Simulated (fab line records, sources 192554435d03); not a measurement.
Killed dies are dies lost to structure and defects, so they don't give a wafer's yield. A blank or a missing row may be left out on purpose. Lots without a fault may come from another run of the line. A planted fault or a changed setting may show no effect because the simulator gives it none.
A struck lot beside a sound one | flow n5_finfet | 12 steps out of a route of 1938
Sound: wafers L482.1, L482.2, L482.6. Struck: wafer L486.4. (L486.5, L486.6 of the same lot were not struck and are left out.) The cause comes at the end.
At each step with rows: each side's tool, then ch and its chambers, then its first start. Under that, the readings that differ: sound wafers | struck wafers | difference of the means | sigmas: that difference in standard deviations of wafers without a fault.
alike: readings whose means differ by less than 2 such deviations, and words and numbers that are the same on both sides. not compared: withheld readings, readings that some wafer has no value for, bounds like >300 that may hide the same value, and numbers for which the record gives no deviation and whose values overlap.
The two part at a step that has a row with sigmas, a row that says differs or no value, or rows on one side only. Numbers that don't overlap but have no deviation are shown without sigmas and don't part them. A reading that every wafer of one side lacks parts them only if that side has two wafers or more.

first, 9 steps without rows for these wafers: N5_BEOL_M1_DEVELOP_27 (develop time 30 s); N5_BEOL_M1_DESCUM_33 (chemistry O2, time 7 s); N5_BEOL_M1_ETCH_77 (etches underlayer in N2/H2, target depth 6.5 nm, time 5.2 s); N5_BEOL_M1_ETCH_69 (etches SiARC in CF4, target depth 15.6 nm, time 26 s); N5_BEOL_M1_ALD_98 (deposits SiO2, target thk 2.5 nm, pulse time 1 s, co reactant pulse time 1 s); N5_BEOL_M1_ETCHBACK_99 (etches SiO2 in CHF3, target depth 5 nm, time 10.4 s); N5_BEOL_M1_ETCH_70 (etches SOC in N2/H2, target depth 80 nm, overetch 16 nm, time 120 s); N5_BEOL_M1_STRIP_71 (strips in N2/H2); N5_BEOL_M1_STRIP_78 (strips in N2/H2).
N5_BEOL_M1_VIA_ETCH_34: etches the open film in C4F6/O2, target depth 67.8 nm, time 64.4 s.
  sound on rie_diel-01 ch 1,3, day 8 23:10; struck on rie_diel-01 ch 1, day 9 06:58
  reading                                  | sound            | struck | difference | sigmas
  model.etch.depth_nm (nm)                 | 68.33 67.1 66.91 | 55.9   | -11.5      |
  model.SOC_of_BEOL_M1_COAT_67.thk_nm (nm) | 52.2 52.4 52.4   | 53.2   | +0.9       |
  alike: C4F6_flow_sccm, drypump_motor_current_A, oes_product_au, rf_vpp_V, showerhead_plenum_p_Torr, throttle_valve_pct
  not compared: rf_hours_counter_h
then, 1 step without rows for these wafers: N5_BEOL_M1_STRIP_83 (strips in C4F6/O2).
N5_BEOL_M4_RC_MEAS_101:
  sound on prober-01 ch 0, day 10 09:34; struck on prober-02 ch 0, day 10 20:22
  reading       | sound       | struck | difference | sigmas
  ION_P (uA/um) | 469 467 458 | 477    | +12        | +2
  alike: DIBL_N, DIBL_P, IOFF_N, IOFF_P, ION_N, SS_N, SS_P, VT_N, VT_P

WHERE THEY PART
Only at N5_BEOL_M4_RC_MEAS_101, within this record.

WHY: what the simulator had put in
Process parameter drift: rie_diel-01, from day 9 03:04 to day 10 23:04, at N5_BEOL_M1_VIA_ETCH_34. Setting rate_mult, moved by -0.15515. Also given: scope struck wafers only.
